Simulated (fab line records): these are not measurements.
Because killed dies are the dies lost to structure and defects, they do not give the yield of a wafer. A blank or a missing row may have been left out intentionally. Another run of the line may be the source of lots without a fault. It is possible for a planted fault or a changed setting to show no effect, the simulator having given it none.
A struck lot beside a sound one	flow n5 finfet	22 out of 1938 route steps
Sound: the wafers L267.4, L267.5, L267.6. Wafers L288.2, L288.3, L288.5 were the ones struck. The cause comes at the end.
For every step that has rows: the tool of each side, followed by ch and its chambers, followed by its first start. Under that, the readings that differ: sound wafers	struck wafers	difference of the means	sigmas: that difference in standard deviations of wafers without a fault.
alike: same words and numbers on both sides, and readings whose means sit less than 2 such deviations apart. not compared: any withheld reading, any reading some wafer has no value for, any bound like >300 that may hide the same value, and any number with overlapping values for which the record gives no deviation.
Wherever a step has rows on one side only, a row that says differs or no value, or a row with sigmas, the two part there. Non-overlapping numbers with no deviation appear without sigmas and do not part them. A reading that every wafer of one side lacks parts them only if that side has two wafers or more.

N5_BEOL_M6_RS_MEAS_57: measurement is done with a four-point probe.
  sound: film metro-02 at day 8 11:42; struck: film metro-02 at day 14 10:03
  alike: M6_RS
N5_BEOL_M6_INSPECT_58: inspects for defects (darkfield).
  sound: defect inspect-01 at day 8 11:44; struck: defect inspect-01 at day 14 10:04
  alike: raw defect count
N5_BEOL_M7_ILD_DEP_00: deposits SiCOH lowk from DEMS/porogen, target thk 179.75 nm, time 33.4 s.
  sound on pecvd-02 ch 0,1, day 8 11:47; struck on pecvd-03 ch 0,1, day 14 10:07
  alike: heater power w, showerhead plenum p Torr, throttle valve pct
then, 1 step without rows for these wafers: N5_BEOL_M7_CURE_74 (cures SiCOH lowk, time 240 s).
N5_BEOL_M7_THK_MEAS_01:
  sound: film metro-02 at day 8 12:22; struck: film metro-01 at day 14 11:10
  alike: M7_ILD_THK
N5_BEOL_M7_PECVD_70: deposits SiO2 from TEOS/O2, target thk 20 nm, time 22.7 s.
  sound on pecvd-03 ch 1,2, day 8 12:25; struck on pecvd-02 ch 0,2, day 14 11:12
  alike: heater power w, showerhead plenum p Torr, throttle valve pct
N5_BEOL_M7_HM_DEP_02: deposits TiN, target thk 20 nm.
  sound: pvd sputter-02 at day 8 12:54; struck: pvd sputter-03 at day 14 11:20
  alike: throttle valve pct
then, 5 steps without rows for these wafers: N5_BEOL_M7_COAT_59 (time 60 s, resist thk 100 nm); N5_BEOL_M7_COAT_60 (time 60 s, resist thk 35 nm); N5_BEOL_M7_COAT_05 (resist thk 90 nm); N5_BEOL_M7_EBR_07; N5_BEOL_M7_SOFTBAKE_06 (time 60 s).
N5_BEOL_M7_EXPOSE_08: exposes mask M7.
  sound on arfi scanner-01 ch 0, day 8 13:19; struck on arfi scanner-01 ch 0, day 14 11:43
  alike: mask
then, 2 steps without rows for these wafers: N5_BEOL_M7_PEB_09 (peb time 60 s); N5_BEOL_M7_DEVELOP_10 (develop time 30 s).
N5_BEOL_M7_CD_MEAS_11: target cd 38.5 nm.
  sound on cd sem-01 ch 0, day 8 13:26; struck on cd sem-03 ch 0, day 14 11:50
  alike: cd nm
N5_BEOL_M7_OVL_MEAS_12:
  sound on overlay-02 ch 0, day 8 13:27; struck on overlay-01 ch 0, day 14 11:52
  alike: M7_OVL
N5_BEOL_M7_INSPECT_13: inspects for defects (brightfield).
  sound: defect inspect-01 at day 8 13:29; struck: defect inspect-01 at day 14 11:53
  alike: raw defect count
N5_BEOL_M7_DESCUM_16: chemistry O2, time 7.9 s.
  sound on rie diel-03 ch 0,1,3, day 8 13:43; struck on rie diel-06 ch 1,3, day 14 11:56
  alike: drypump motor current A, oes product au, rf vpp V, showerhead plenum p Torr, throttle valve pct
  not compared: rf hours counter h
N5_BEOL_M7_ETCH_61: etches SiARC in CF4, target depth 45.5 nm, time 75.8 s.
  sound on rie diel-03 ch 0,1,3, day 8 13:46; struck on rie diel-06 ch 1,3, day 14 11:58
  alike: drypump motor current A, etch rf on time s, oes product au, rf vpp V, showerhead plenum p Torr, throttle valve pct
  not compared: rf hours counter h, model.BEOL_M7.cd offset nm
N5_BEOL_M7_ETCH_62: etches SOC in N2/H2, target depth 110 nm, overetch 22 nm, time 165 s.
  sound on rie diel-03 ch 0,1,3, day 8 13:52; struck on rie diel-06 ch 1,3, day 14 12:01
  alike: drypump motor current A, oes product au, rf vpp V, showerhead plenum p Torr, throttle valve pct
  not compared: rf hours counter h
N5_PASSIVATION_PROBE_49:
  the record holds rows for the sound wafers here (prober-02, day 12 01:51) but none for the struck ones

## WHERE THEY PART
Only at N5_PASSIVATION_PROBE_49, within this record.

WHY: what the simulator had put in
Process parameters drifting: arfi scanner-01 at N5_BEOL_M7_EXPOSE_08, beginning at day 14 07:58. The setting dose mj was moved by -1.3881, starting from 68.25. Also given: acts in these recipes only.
